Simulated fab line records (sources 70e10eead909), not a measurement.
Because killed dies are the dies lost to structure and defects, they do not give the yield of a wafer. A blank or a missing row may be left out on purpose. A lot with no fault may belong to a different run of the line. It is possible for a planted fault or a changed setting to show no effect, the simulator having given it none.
Which tool was responsible?	flow nand-harc	72 wafers from 24 lots sampled at 6 of the route's 1302 steps

== WHAT EACH GAUGE READ, for each wafer ==
NHARC_A_ONON_D2_THK_MEAS_14: measures by ellipsometry. Usual: 1000 nm for thk-nm, sd 9.7.
lot	measured	on	thk-nm (nm)	flag
L074	day 12 16:45	film-metro-01	1005 1005 1004	
L076	day 13 07:20	film-metro-01	991 993 992	
L075	day 13 07:15	film-metro-01	1001 1000 1000	
L077	day 13 23:04	film-metro-01	1016 1015 1015	
L078	day 14 05:29	film-metro-01	978 978 974	
L079	day 14 23:52	film-metro-01	999 998 1001	
L080	day 15 06:29	film-metro-02	1005 1004 1003	
L081	day 15 06:32	film-metro-01	996 998 997	
L082	day 15 16:00	film-metro-01	995 995 996	
L083	day 16 19:10	film-metro-01	1000 999 1000	
L084	day 16 22:40	film-metro-01	996 997 995	
L085	day 16 22:56	film-metro-01	989 989 989	
L086	day 17 14:21	film-metro-01	995 995 995	
L087	day 18 01:47	film-metro-02	1014 1011 1012	
L088	day 18 22:53	film-metro-01	1010 1011 1010	
L089	day 18 22:50	film-metro-02	1018 1019 1018	
L091	day 19 04:34	film-metro-02	992 992 992	
L090	day 19 04:37	film-metro-01	985 986 988	
L092	day 20 04:56	film-metro-01	1001 1000 1001	
L093	day 20 07:34	film-metro-02	998 999 999	
L094	day 21 07:14	film-metro-01	991 994 994	
L095	day 21 13:51	film-metro-02	1015 1017 1015	
L096	day 22 01:51	film-metro-01	1002 1003 1002	
L097	day 22 01:55	film-metro-02	1002 1004 1002	

== TOOL THAT RAN EACH LOT (tool first, then ch and the chambers of the sampled wafers, then the start) ==
lot	NHARC_A_ZERO_WELL_RTA_16	NHARC_A_CHANNEL_HOLE_D1_DEP_01	NHARC_A_CHANNEL_HOLE_D1_ETCH_34	NHARC_A_CHANNEL_HOLE_D1_ETCH_23	NHARC_A_CHANNEL_FILL_D1_ETCHBACK_08
L074	rtp-anneal-01 ch 0, day 6 21:42	pecvd-02 ch 0,1, day 8 10:04	rie-diel-07 ch 0,1, day 8 17:11 or earlier	har-etch-01 ch 0,1, day 8 17:11	rie-diel-01 ch 0,1,3, day 12 16:45 or earlier
L076	rtp-anneal-02 ch 0, day 7 15:56	pecvd-04 ch 1,2, day 9 04:54	rie-diel-10 ch 1,2,3, day 9 09:33 or earlier	har-etch-02 ch 0,1, day 9 09:33	rie-diel-01 ch 0,1,3, day 13 07:20 or earlier
L075	rtp-anneal-01 ch 0, day 7 16:49	pecvd-04 ch 0,1,2, day 9 03:14	rie-diel-10 ch 1,2, day 9 06:56 or earlier	har-etch-01 ch 0,1, day 9 06:56	rie-diel-05 ch 2,3, day 13 07:15 or earlier
L077	rtp-anneal-01 ch 0, day 8 04:29	pecvd-02 ch 0,1,2, day 9 17:56	rie-diel-10 ch 0,1,3, day 9 21:41 or earlier	har-etch-01 ch 0,1, day 9 21:41	rie-diel-05 ch 1,2, day 13 23:04 or earlier
L078	rtp-anneal-01 ch 0, day 8 10:18	pecvd-01 ch 0,1, day 9 23:44	rie-diel-10 ch 0,1,2, day 10 03:20 or earlier	har-etch-01 ch 0, day 10 03:20	rie-diel-05 ch 0,1,2, day 14 05:29 or earlier
L079	rtp-anneal-02 ch 0, day 9 01:57	pecvd-01 ch 0,1,2, day 10 18:07	rie-diel-12 ch 1,2, day 10 21:31 or earlier	har-etch-01 ch 0,1, day 10 21:31	rie-diel-08 ch 1,2, day 14 23:52 or earlier
L080	rtp-anneal-01 ch 0, day 9 12:50	pecvd-02 ch 0,2, day 11 05:26	rie-diel-07 ch 0,2,3, day 11 10:53 or earlier	har-etch-02 ch 0,1, day 11 10:53	rie-diel-08 ch 0,1,3, day 15 06:29 or earlier
L081	rtp-anneal-01 ch 0, day 9 17:43	pecvd-04 ch 0,1,2, day 11 09:32	rie-diel-12 ch 0,1,3, day 11 14:31 or earlier	har-etch-01 ch 0,1, day 11 14:31	rie-diel-01 ch 0,1,3, day 15 06:32 or earlier
L082	rtp-anneal-02 ch 0, day 10 05:55	pecvd-02 ch 0,2, day 11 19:56	rie-diel-10 ch 2,3, day 11 23:35 or earlier	har-etch-02 ch 0,1, day 11 23:35	rie-diel-01 ch 0,1,2, day 15 16:00 or earlier
L083	rtp-anneal-02 ch 0, day 10 16:49	pecvd-01 ch 0,1,2, day 12 11:42	rie-diel-10 ch 0,1, day 12 17:19 or earlier	har-etch-02 ch 0, day 12 17:19	rie-diel-01 ch 2,3, day 16 19:10 or earlier
L084	rtp-anneal-02 ch 0, day 11 08:29	pecvd-02 ch 0,1, day 13 00:57	rie-diel-12 ch 1,3, day 13 04:44 or earlier	har-etch-02 ch 0,1, day 13 04:44	rie-diel-05 ch 0,2, day 16 22:40 or earlier
L085	rtp-anneal-02 ch 0, day 11 09:16	pecvd-01 ch 0,1,2, day 13 00:53	rie-diel-10 ch 2,3, day 13 04:22 or earlier	har-etch-01 ch 0,1, day 13 04:22	rie-diel-01 ch 0,3, day 16 22:56 or earlier
L086	rtp-anneal-01 ch 0, day 12 00:23	pecvd-02 ch 0,2, day 13 15:29	rie-diel-10 ch 0,1,2, day 13 19:02 or earlier	har-etch-01 ch 0,1, day 13 19:02	rie-diel-01 ch 0,1,2, day 17 14:21 or earlier
L087	rtp-anneal-01 ch 0, day 12 06:08	pecvd-01 ch 0,1,2, day 13 20:35	rie-diel-10 ch 0,1,2, day 14 01:47 or earlier	har-etch-02 ch 1, day 14 01:47	rie-diel-08 ch 1,2,3, day 18 01:47 or earlier
L088	rtp-anneal-01 ch 0, day 12 23:41	pecvd-02 ch 0,1,2, day 14 17:43	rie-diel-12 ch 0,2,3, day 15 01:02 or earlier	har-etch-01 ch 0,1, day 15 01:02	rie-diel-08 ch 0,2, day 18 22:53 or earlier
L089	rtp-anneal-02 ch 0, day 13 00:58	pecvd-01 ch 0,1,2, day 14 17:54	rie-diel-07 ch 1,2,3, day 15 01:33 or earlier	har-etch-02 ch 0,1, day 15 01:33	rie-diel-05 ch 2,3, day 18 22:50 or earlier
L091	rtp-anneal-02 ch 0, day 13 17:06	pecvd-01 ch 0,1,2, day 15 06:02	rie-diel-10 ch 1,2,3, day 15 12:07 or earlier	har-etch-02 ch 0,1, day 15 12:07	rie-diel-08 ch 0,2,3, day 19 04:34 or earlier
L090	rtp-anneal-01 ch 0, day 13 18:16	pecvd-01 ch 0,1,2, day 15 06:40	rie-diel-07 ch 0,1,3, day 15 13:02 or earlier	har-etch-01 ch 1, day 15 13:02	rie-diel-01 ch 0,2,3, day 19 04:37 or earlier
L092	rtp-anneal-01 ch 0, day 14 10:07	pecvd-04 ch 0,2, day 16 01:08	rie-diel-10 ch 0,1, day 16 04:46 or earlier	har-etch-01 ch 0,1, day 16 04:46	rie-diel-01 ch 0,1,3, day 20 04:56 or earlier
L093	rtp-anneal-02 ch 0, day 14 16:17	pecvd-04 ch 0,1,2, day 16 03:02	rie-diel-10 ch 0,1,2, day 16 08:48 or earlier	har-etch-02 ch 0,1, day 16 08:48	rie-diel-08 ch 1,2,3, day 20 07:34 or earlier
L094	rtp-anneal-01 ch 0, day 15 14:14	pecvd-02 ch 0,1, day 17 05:43	rie-diel-10 ch 2,3, day 17 11:32 or earlier	har-etch-02 ch 1, day 17 11:32	rie-diel-05 ch 1,2,3, day 21 07:14 or earlier
L095	rtp-anneal-01 ch 0, day 16 00:52	pecvd-01 ch 1,2, day 17 15:01	rie-diel-10 ch 0,3, day 17 20:07 or earlier	har-etch-02 ch 0,1, day 17 20:07	rie-diel-08 ch 0,1, day 21 13:51 or earlier
L096	rtp-anneal-01 ch 0, day 16 03:48	pecvd-02 ch 0,1, day 17 16:55	rie-diel-10 ch 0,2,3, day 17 23:56 or earlier	har-etch-02 ch 0, day 17 23:56	rie-diel-01 ch 0,1,3, day 22 01:51 or earlier
L097	rtp-anneal-01 ch 0, day 16 10:28	pecvd-04 ch 1,2, day 18 00:20	rie-diel-10 ch 1,2,3, day 18 04:07 or earlier	har-etch-01 ch 0,1, day 18 04:07	rie-diel-01 ch 0,1,3, day 22 01:55 or earlier
- NHARC_A_ZERO_WELL_RTA_16: time 10 s.
- NHARC_A_CHANNEL_HOLE_D1_DEP_01: deposits SiON, target thk 140 nm.
- NHARC_A_CHANNEL_HOLE_D1_ETCH_34: etches the open film in CF4/CHF3, target depth 154 nm, time 77 s.
- NHARC_A_CHANNEL_HOLE_D1_ETCH_23: etches the open film in C4F8/O2/Ar, time 819 s, target depth 1600 nm.
- NHARC_A_CHANNEL_FILL_D1_ETCHBACK_08: etches the open film in C4F8, target depth 220 nm, time 110 s.

== AS READ BY THE TOOLS THEMSELVES (means over the sampled wafers that have a number; for cases with no such wafer, the mark the record gives instead) ==
NHARC_A_ZERO_WELL_RTA_16. Usual: lamp-power-pct 31.9 %, standard deviation 0.56; lamp_zone_4_pct 31.9 %, standard deviation 0.56; lamp_zone_5_pct 31.9 %, standard deviation 0.56; lamp_zone_7_pct 32.4 %, standard deviation 0.57; wafer_temp_C_max 1004.1, standard deviation 1.
lot	tool	lamp-power-pct (%)	lamp_zone_4_pct (%)	lamp_zone_5_pct (%)	lamp_zone_7_pct (%)	wafer_temp_C_max	flag
L074	rtp-anneal-01	31.5	31.4	31.5	32.0	1003.5	
L076	rtp-anneal-02	32.6	32.6	32.6	33.2	1003.8	
L075	rtp-anneal-01	31.5	31.5	31.5	32.0	1003.5	
L077	rtp-anneal-01	31.5	31.5	31.5	32.0	1003.6	
L078	rtp-anneal-01	31.5	31.4	31.4	31.9	1004.0	
L079	rtp-anneal-02	32.6	32.7	32.6	33.1	1005.1	
L080	rtp-anneal-01	31.5	31.5	31.5	31.9	1003.7	
L081	rtp-anneal-01	31.4	31.5	31.5	31.9	1003.3	
L082	rtp-anneal-02	32.6	32.6	32.6	33.2	1005.3	
L083	rtp-anneal-02	32.6	32.6	32.6	33.2	1005.2	
L084	rtp-anneal-02	32.6	32.6	32.6	33.2	1004.6	
L085	rtp-anneal-02	32.6	32.6	32.6	33.1	1005.6	
L086	rtp-anneal-01	31.5	31.5	31.4	32.0	1004.7	
L087	rtp-anneal-01	31.5	31.5	31.4	32.0	1003.9	
L088	rtp-anneal-01	31.5	31.5	31.5	32.0	1003.0	
L089	rtp-anneal-02	32.6	32.6	32.6	33.2	1005.8	
L091	rtp-anneal-02	32.6	32.6	32.6	33.2	1005.3	
L090	rtp-anneal-01	31.4	31.5	31.5	32.0	1004.1	
L092	rtp-anneal-01	31.5	31.5	31.5	32.0	1003.5	
L093	rtp-anneal-02	32.6	32.6	32.6	33.1	1005.3	
L094	rtp-anneal-01	31.4	31.4	31.5	31.9	1003.3	
L095	rtp-anneal-01	31.4	31.4	31.4	32.0	1003.3	
L096	rtp-anneal-01	31.4	31.4	31.4	31.9	1003.8	
L097	rtp-anneal-01	31.4	31.5	31.4	32.0	1002.9	

NHARC_A_CHANNEL_HOLE_D1_DEP_01. Usual: heater-power-outer-w 434 W, standard deviation 65; heater-power-w 723 W, standard deviation 83.
lot	tool	heater-power-outer-w (W)	heater-power-w (W)	flag
L074	pecvd-02	526	811	
L076	pecvd-04	504	831	
L075	pecvd-04	454	781	
L077	pecvd-02	461	732	
L078	pecvd-01	374	684	
L079	pecvd-01	401	707	
L080	pecvd-02	436	685	
L081	pecvd-04	506	806	
L082	pecvd-02	462	713	
L083	pecvd-01	407	719	
L084	pecvd-02	486	757	
L085	pecvd-01	393	699	
L086	pecvd-02	415	659	
L087	pecvd-01	363	661	
L088	pecvd-02	443	702	
L089	pecvd-01	373	676	
L091	pecvd-01	418	726	
L090	pecvd-01	421	726	
L092	pecvd-04	430	728	
L093	pecvd-04	450	741	
L094	pecvd-02	466	713	
L095	pecvd-01	385	672	
L096	pecvd-02	486	752	
L097	pecvd-04	516	846	

NHARC_A_CHANNEL_HOLE_D1_ETCH_34. Usual: drypump-motor-current-A 5.5 A, standard deviation 0.32; oes-product-au 0.940 a.u., standard deviation 0.019; rf-vpp-V 370.0 V, standard deviation 2.4; showerhead-plenum-p-Torr 1.56 Torr, standard deviation 0.071; throttle-valve-pct 16.802 %, standard deviation 0.0079.
lot	tool	drypump-motor-current-A (A)	oes-product-au (a.u.)	rf-vpp-V (V)	showerhead-plenum-p-Torr (Torr)	throttle-valve-pct (%)	flag
L074	rie-diel-07	5.5	0.971	368.2	1.50	16.809	
L076	rie-diel-10	5.4	0.929	369.7	1.54	16.801	
L075	rie-diel-10	5.3	0.922	368.7	1.53	16.805	
L077	rie-diel-10	5.5	0.926	370.7	1.56	16.803	
L078	rie-diel-10	5.3	0.958	371.7	1.60	16.803	
L079	rie-diel-12	5.4	0.942	369.0	1.54	16.803	
L080	rie-diel-07	5.4	0.922	368.4	1.52	16.794	
L081	rie-diel-12	5.8	0.928	368.7	1.53	16.802	
L082	rie-diel-10	5.4	0.962	368.8	1.55	16.803	
L083	rie-diel-10	5.4	0.930	371.6	1.61	16.807	
L084	rie-diel-12	5.6	0.962	369.5	1.54	16.805	
L085	rie-diel-10	5.3	0.964	370.4	1.59	16.801	
L086	rie-diel-10	5.3	0.934	371.4	1.59	16.798	
L087	rie-diel-10	5.3	0.919	370.9	1.59	16.797	
L088	rie-diel-12	6.1	0.966	368.9	1.51	16.804	
L089	rie-diel-07	5.5	0.967	369.5	1.54	16.810	
L091	rie-diel-10	5.4	0.933	368.6	1.54	16.800	
L090	rie-diel-07	5.5	0.935	368.9	1.53	16.791	
L092	rie-diel-10	5.4	0.926	370.0	1.54	16.800	
L093	rie-diel-10	5.3	0.926	370.6	1.59	16.805	
L094	rie-diel-10	5.3	0.933	370.1	1.58	16.794	
L095	rie-diel-10	5.6	0.926	370.1	1.56	16.807	
L096	rie-diel-10	5.4	0.933	371.7	1.60	16.791	
L097	rie-diel-10	5.3	0.926	369.4	1.54	16.802	

NHARC_A_CHANNEL_HOLE_D1_ETCH_23. Usual: c4f8-flow-sccm 89.25 sccm, standard deviation 0.26; drypump-motor-current-A 5.9 A, standard deviation 0.45; showerhead-plenum-p-Torr 3.69 Torr, standard deviation 0.11; throttle-valve-pct 32.155 %, standard deviation 0.0089.
lot	tool	c4f8-flow-sccm (sccm)	drypump-motor-current-A (A)	showerhead-plenum-p-Torr (Torr)	throttle-valve-pct (%)	flag
L074	har-etch-01	89.28	6.3	3.73	32.156	
L076	har-etch-02	89.26	5.5	3.61	32.148	
L075	har-etch-01	89.36	6.2	3.73	32.151	
L077	har-etch-01	89.52	6.2	3.72	32.160	
L078	har-etch-01	88.99	6.4	3.72	32.157	
L079	har-etch-01	89.36	6.2	3.72	32.163	
L080	har-etch-02	89.27	5.8	3.60	32.146	
L081	har-etch-01	89.19	6.2	3.71	32.158	
L082	har-etch-02	88.99	5.4	3.60	32.151	
L083	har-etch-02	89.16	5.1	3.59	32.151	
L084	har-etch-02	89.54	5.4	3.59	32.160	
L085	har-etch-01	89.39	6.2	3.70	32.157	
L086	har-etch-01	89.23	6.2	3.70	32.159	
L087	har-etch-02	89.16	6.1	3.58	32.146	
L088	har-etch-01	89.38	6.2	3.69	32.145	
L089	har-etch-02	89.35	5.5	3.58	32.161	
L091	har-etch-02	89.16	5.8	3.57	32.155	
L090	har-etch-01	88.97	6.1	3.68	32.148	
L092	har-etch-01	89.19	6.2	3.68	32.160	
L093	har-etch-02	89.05	5.4	3.57	32.155	
L094	har-etch-02	88.94	6.1	3.93	32.155	
L095	har-etch-02	89.38	5.8	3.93	32.149	
L096	har-etch-02	89.16	5.1	3.93	32.158	
L097	har-etch-01	89.28	6.3	3.66	32.157	

NHARC_A_CHANNEL_FILL_D1_ETCHBACK_08. Usual: oes-product-au 0.96 a.u., standard deviation 0.037; rf-vpp-V 442 V, standard deviation 3.3.
lot	tool	oes-product-au (a.u.)	rf-vpp-V (V)	flag
L074	rie-diel-01	1.01	444	
L076	rie-diel-01	1.00	444	
L075	rie-diel-05	1.00	441	
L077	rie-diel-05	0.92	443	
L078	rie-diel-05	0.94	444	
L079	rie-diel-08	0.94	440	
L080	rie-diel-08	0.93	440	
L081	rie-diel-01	1.00	444	
L082	rie-diel-01	1.00	441	
L083	rie-diel-01	0.92	440	
L084	rie-diel-05	0.92	444	
L085	rie-diel-01	0.93	443	
L086	rie-diel-01	0.93	443	
L087	rie-diel-08	1.01	440	
L088	rie-diel-08	0.99	438	
L089	rie-diel-05	0.93	440	
L091	rie-diel-08	0.99	438	
L090	rie-diel-01	1.00	442	
L092	rie-diel-01	0.93	444	
L093	rie-diel-08	1.00	439	
L094	rie-diel-05	0.91	441	
L095	rie-diel-08	0.93	444	
L096	rie-diel-01	0.93	444	
L097	rie-diel-01	0.99	444	

== THE ANSWER, worked out from the rows above alone ==
Rule: a lot is off if the mean of its wafers that have a number lies more than 3 standard deviations from the usual mean. Also off: a lot with no number at a reading for which 4 or more lots have one. Any other lot the step has rows for is counted as sound. After the gauges, taken in route order, come the tools' own readings; for these a lot's mean is taken, as printed above. At the first step where some lot is off, the reading lying furthest off is the one used; lots without a number count as furthest.
None of the lots is off at any reading shown; this tells nothing.

== WHAT THE SIMULATOR HAD PUT IN ==
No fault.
